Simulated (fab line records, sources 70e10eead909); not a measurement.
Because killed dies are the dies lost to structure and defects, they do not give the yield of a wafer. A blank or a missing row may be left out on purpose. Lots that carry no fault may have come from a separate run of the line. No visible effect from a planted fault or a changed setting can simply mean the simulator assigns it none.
Comparing a struck lot with a sound one | flow nand-harc | 34 out of 1302 route steps
Sound: wafers L566.1, L566.4, L566.6. Wafers struck: L558.2, L558.4, L558.5. Last of all comes the cause.
Per side, at each step with rows, come the tool, then ch with its chambers, and then its first start. Under that, the readings that differ: sound wafers | struck wafers | difference of the means | sigmas: that difference in standard deviations of wafers without a fault.
alike: readings whose means differ by less than 2 such deviations, and words and numbers that are the same on both sides. not compared: withheld readings, readings that some wafer has no value for, bounds like >300 that may hide the same value, and numbers for which the record gives no deviation and whose values overlap.
A row with sigmas, a row that says differs or no value, or rows on one side alone: a step with any of these is where the two part. Non-overlapping numbers with no deviation appear without sigmas and do not part them. Lack of a reading on every wafer of one side parts them only where that side has two or more wafers.

first, 5 steps without rows for these wafers: NHARC_A_ONON_D1_DEP_22 (target thk 1000 nm); NHARC_A_ONON_D1_DEP_25 (target thk 1000 nm); NHARC_A_ONON_D1_DEP_28 (target thk 1000 nm); NHARC_A_ONON_D1_DEP_33 (deposits SiO2, target thk 200 nm); NHARC_A_CHANNEL_HOLE_D1_DEP_00 (deposits aC, target thk 3100 nm).
NHARC_A_CHANNEL_HOLE_D1_DEP_01: deposits SiON, target thk 140 nm.
  sound on pecvd-01 ch 1,2, day 17 02:11; struck on pecvd-01 ch 0,2, day 13 08:17
  alike: heater-power-w, rf-fwd-power-W, susceptor-temp-C
then, 10 steps without rows for these wafers: NHARC_A_CHANNEL_HOLE_D1_DEHYDRATE_02 (time 120 s); NHARC_A_CHANNEL_HOLE_D1_HMDS_03 (time 30 s); NHARC_A_CHANNEL_HOLE_D1_COAT_36 (time 75 s); NHARC_A_CHANNEL_HOLE_D1_COAT_37 (time 65 s); NHARC_A_CHANNEL_HOLE_D1_COAT_04 (resist thk 90 nm); NHARC_A_CHANNEL_HOLE_D1_SOFTBAKE_05 (time 55 s); NHARC_A_CHANNEL_HOLE_D1_EBR_06; NHARC_A_CHANNEL_HOLE_D1_EXPOSE_07 (exposes mask HOLE D1, target cd 100 nm); NHARC_A_CHANNEL_HOLE_D1_PEB_08 (peb time 65 s); NHARC_A_CHANNEL_HOLE_D1_DEVELOP_09 (develop time 35 s).
NHARC_A_CHANNEL_HOLE_D1_INSPECT_12:
  sound on defect-inspect-02, day 17 03:00; struck on defect-inspect-02, day 13 09:13
  reading          | sound | struck      | difference | sigmas
  raw-defect-count | 1 7 7 | 442 491 468 | +462       | +99 or more
then, 15 steps without rows for these wafers: NHARC_A_CHANNEL_HOLE_D1_DESCUM_15 (chemistry O2, time 3 s); NHARC_A_CHANNEL_HOLE_D1_ETCH_38 (etches the open film in CF4, target depth 39 nm, time 65 s); NHARC_A_CHANNEL_HOLE_D1_ETCH_39 (etches the open film in N2/H2, target depth 260 nm, time 325 s); NHARC_A_CHANNEL_HOLE_D1_ETCH_34 (etches the open film in CF4/CHF3, target depth 154 nm, time 77 s); NHARC_A_CHANNEL_HOLE_D1_ETCH_16 (etches the open film in O2/COS, target depth 3100 nm, time 806 s); NHARC_A_CHANNEL_HOLE_D1_ETCH_19 (etches the open film in C4F8/O2/Ar, time 34.5 s); NHARC_A_CHANNEL_HOLE_D1_ETCH_20 (etches the open film in C4F8/O2/Ar, time 361.9 s, target depth 1600 nm); NHARC_A_CHANNEL_HOLE_D1_ETCH_21 (etches the open film in C4F8/O2/Ar, time 514.3 s, target depth 1600 nm); NHARC_A_CHANNEL_HOLE_D1_ETCH_22 (etches the open film in C4F8/O2/Ar, time 666.7 s, target depth 1600 nm); NHARC_A_CHANNEL_HOLE_D1_ETCH_23 (etches the open film in C4F8/O2/Ar, time 819 s, target depth 1600 nm); NHARC_A_CHANNEL_HOLE_D1_ETCH_24 (etches the open film in C4F8/O2/Ar, time 906.2 s, target depth 1500 nm); NHARC_A_CHANNEL_HOLE_D1_ETCH_25 (etches the open film in C4F8/O2/Ar, time 1040.2 s, target depth 1500 nm); NHARC_A_CHANNEL_HOLE_D1_ETCH_26 (etches the open film in C4F8/O2/Ar, time 224.1 s, target depth 300 nm); NHARC_A_CHANNEL_HOLE_D1_ETCH_33 (etches the open film in C4F8/O2/Ar, time 90 s, target depth 400 nm); NHARC_A_CHANNEL_HOLE_D1_STRIP_41 (strips in N2/H2).
NHARC_A_CHANNEL_HOLE_D1_INSPECT_40:
  sound on defect-inspect-02, day 17 15:46; struck on defect-inspect-01, day 14 01:12
  reading          | sound    | struck      | difference | sigmas
  raw-defect-count | 40 32 50 | 506 573 561 | +506       | +19
-- the record jumps here: 15 days lie between the struck wafers' starts before and after (it left off in module A_CHANNEL_HOLE_D1 and takes up again in module END, whose first step shown is number 1302 of the route) --
NHARC_END_SORT_01:
  sound on prober-01 ch 0, day 33 03:56; struck on prober-01 ch 0, day 29 06:53
  reading         | sound    | struck      | difference | sigmas
  killed-at-array | 60 56 47 | 156 160 142 | +98        | +5
  killed-dies     | 60 58 49 | 159 160 142 | +98        | +5
  alike: killed-at-other, killed-at-periphery, killed-open, killed-short

WHERE THEY PART
At NHARC_A_CHANNEL_HOLE_D1_INSPECT_12 first; at NHARC_END_SORT_01 last (within this record only).

WHY: what had been put in by the simulator
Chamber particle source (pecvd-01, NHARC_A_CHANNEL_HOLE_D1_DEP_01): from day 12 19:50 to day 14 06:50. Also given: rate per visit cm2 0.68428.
